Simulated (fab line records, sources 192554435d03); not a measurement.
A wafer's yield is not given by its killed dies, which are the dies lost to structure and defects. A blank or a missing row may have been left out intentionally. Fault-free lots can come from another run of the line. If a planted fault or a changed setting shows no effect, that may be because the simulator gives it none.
Comparing a struck lot with a sound one :: flow n5Finfet :: 16 steps out of a route of 1938
Sound: these wafers, L864.1, L864.3, L864.5. Struck: wafer L875.3. (L875.4 of the same lot was not struck and is left out.) The cause comes at the end.
At each step with rows: each side's tool, then ch and its chambers, then its first start. Under that, the readings that differ: sound wafers :: struck wafers :: difference of the means :: sigmas: that difference in standard deviations of wafers without a fault.
alike: same words and numbers on both sides, and readings whose means sit less than 2 such deviations apart. not compared: any withheld reading, any reading some wafer has no value for, any bound like >300 that may hide the same value, and any number with overlapping values for which the record gives no deviation.
The two part at a step that has a row with sigmas, a row that says differs or no value, or rows on one side only. Numbers that don't overlap but have no deviation are shown without sigmas and don't part them. A reading missing from all wafers of one side parts the sides only when that side holds two or more wafers.

N5_FIN_CUT_OVL_MEAS_09:
  sound on overlay-02 ch 0, day 3 04:39; struck on overlay-02 ch 0, day 5 21:25
  alike: FIN_CUT_OVL
N5_FIN_CUT_INSPECT_10: inspects for defects (brightfield).
  sound on defectInspect-01 at day 3 04:43; struck on defectInspect-02 at day 5 21:28
  alike: rawDefectCount
then, 1 step without rows for these wafers: N5_FIN_CUT_DESCUM_13 (chemistry O2, time 7 s).
N5_FIN_CUT_ETCH_30: etches underlayer in N2/H2, target depth 13 nm, time 10.4 s.
  sound on rieDiel-03 ch 0,2,3, day 3 04:53; struck on rieDiel-02 ch 3, day 5 21:32
reading: oesProductAu (a.u.)
sound: 0.72 0.65 0.67
struck: 0.60
difference: -0.08
sigmas: -2

reading: rfVppV (V)
sound: 522.0 521.7 520.5
struck: 526.3
difference: +4.9
sigmas: +2

reading: showerheadPlenumPTorr (Torr)
sound: 2.47 2.45 2.44
struck: 2.62
difference: +0.17
sigmas: +2
  alike: drypumpMotorCurrentA, etchRfOnTimeS, throttleValvePct
  not compared: rfHoursCounterH
then, 1 step without rows for these wafers: N5_FIN_CUT_ETCH_20 (etches SiARC in CF4, target depth 26 nm, time 43.3 s).
N5_FIN_CUT_ETCH_21: etches SOC in N2/H2, target depth 219 nm, overetch 43.8 nm, time 523.5 s.
  sound on rieDiel-03 ch 0,2,3, day 3 04:56; struck on rieDiel-02 ch 3, day 5 21:35
reading: oesProductAu (a.u.)
sound: 0.77 0.70 0.74
struck: 0.64
difference: -0.10
sigmas: -2

reading: showerheadPlenumPTorr (Torr)
sound: 2.47 2.45 2.44
struck: 2.62
difference: +0.17
sigmas: +2
  alike: drypumpMotorCurrentA, rfVppV, throttleValvePct
  not compared: rfHoursCounterH
then, 2 steps without rows for these wafers: N5_FIN_CUT_STRIP_23 (strips in N2/H2); N5_FIN_CUT_STRIP_31 (strips in N2/H2).
N5_FIN_CUT_STRIP_24: strips in CF4.
  sound on rieDiel-03 ch 0,2,3, day 3 05:16; struck on rieDiel-02 ch 3, day 5 21:55
reading: oesProductAu (a.u.)
sound: 0.82 0.76 0.78
struck: 0.69
difference: -0.10
sigmas: -2

reading: rfVppV (V)
sound: 270.2 269.2 269.8
struck: 273.1
difference: +3.4
sigmas: +2
  alike: drypumpMotorCurrentA, showerheadPlenumPTorr, throttleValvePct
  not compared: rfHoursCounterH
N5_FIN_CUT_CUT_ETCH_26: etches SiNx in CH3F/O2, target depth 39 nm, time 55.7 s.
  sound on rieDiel-03 ch 0,2,3, day 3 05:17; struck on rieDiel-02 ch 3, day 5 21:56
reading: oesProductAu (a.u.)
sound: 0.83 0.76 0.79
struck: 0.69
difference: -0.10
sigmas: -2
  alike: drypumpMotorCurrentA, rfVppV, showerheadPlenumPTorr, throttleValvePct
  not compared: rfHoursCounterH
N5_FIN_CUT_CUT_ETCH_27: etches SiO2 in CHF3/O2, target depth 4 nm, overetch 2 nm, time 4.9 s.
  sound on rieDiel-03 ch 0,2,3, day 3 05:20; struck on rieDiel-02 ch 3, day 5 21:59
  alike: drypumpMotorCurrentA, oesProductAu, rfVppV, showerheadPlenumPTorr, throttleValvePct
  not compared: rfHoursCounterH
then, 1 step without rows for these wafers: N5_FIN_CUT_PRECLEAN_35 (cleans in vHF, time 13.3 s).
N5_FIN_CUT_CUT_ETCH_15: etches Si in HBr/Cl2/O2, target depth 100 nm, bt time 10 s, time 42.4 s.
  sound on rieSi-03 ch 0,3, day 3 05:29; struck on rieSi-03 ch 0, day 5 22:08
reading: model.etch.depthNm (nm)
sound: 100.6 100 100.7
struck: 85.52
difference: -14.91
sigmas: 

reading: model.FIN_CUT.featureDepthNm (nm)
sound: 100.6 100 100.6
struck: 85.6
difference: -14.8
sigmas: 

reading: model.SOC_of_FIN_CUT_COAT_18.thkNm (nm)
sound: 171.2 170.2 170.8
struck: 178.4
difference: +7.7
sigmas: 
  alike: drypumpMotorCurrentA, oesProductAu, throttleValvePct
  not compared: rfHoursCounterH
N5_FIN_CUT_CUT_ETCH_28: etches Si in HBr/Cl2/O2, target depth 6 nm, time 2.4 s.
  sound on rieSi-03 ch 0,3, day 3 05:32; struck on rieSi-03 ch 0, day 5 22:11
reading: model.SOC_of_FIN_CUT_COAT_18.thkNm (nm)
sound: 169.6 168.6 169.2
struck: 176.6
difference: +7.5
sigmas: 
  alike: drypumpMotorCurrentA, oesProductAu, throttleValvePct
  not compared: rfHoursCounterH
then, 1 step without rows for these wafers: N5_FIN_CUT_STRIP_22 (strips in N2/H2).
-- record jumps: 6 days separate the struck wafers' starts on either side; left off in module FIN_CUT, taken up again in module BEOL_M4, whose first shown step is the route's number 1111 --
N5_BEOL_M4_RC_MEAS_101:
  sound on prober-01 ch 0, day 8 23:05; struck on prober-01 ch 0, day 11 16:24
reading: SS_P (mV/dec)
sound: 73.1 72.8 73.1
struck: 74.4
difference: +1.4
sigmas: +2
  alike: DIBL_N, DIBL_P, IOFF_N, IOFF_P, ION_N, ION_P, SS_N, VT_N, VT_P

== WHERE THEY PART ==
Earliest at N5_FIN_CUT_ETCH_30; latest, in this record, at N5_BEOL_M4_RC_MEAS_101.

WHY: the cause the simulator had injected
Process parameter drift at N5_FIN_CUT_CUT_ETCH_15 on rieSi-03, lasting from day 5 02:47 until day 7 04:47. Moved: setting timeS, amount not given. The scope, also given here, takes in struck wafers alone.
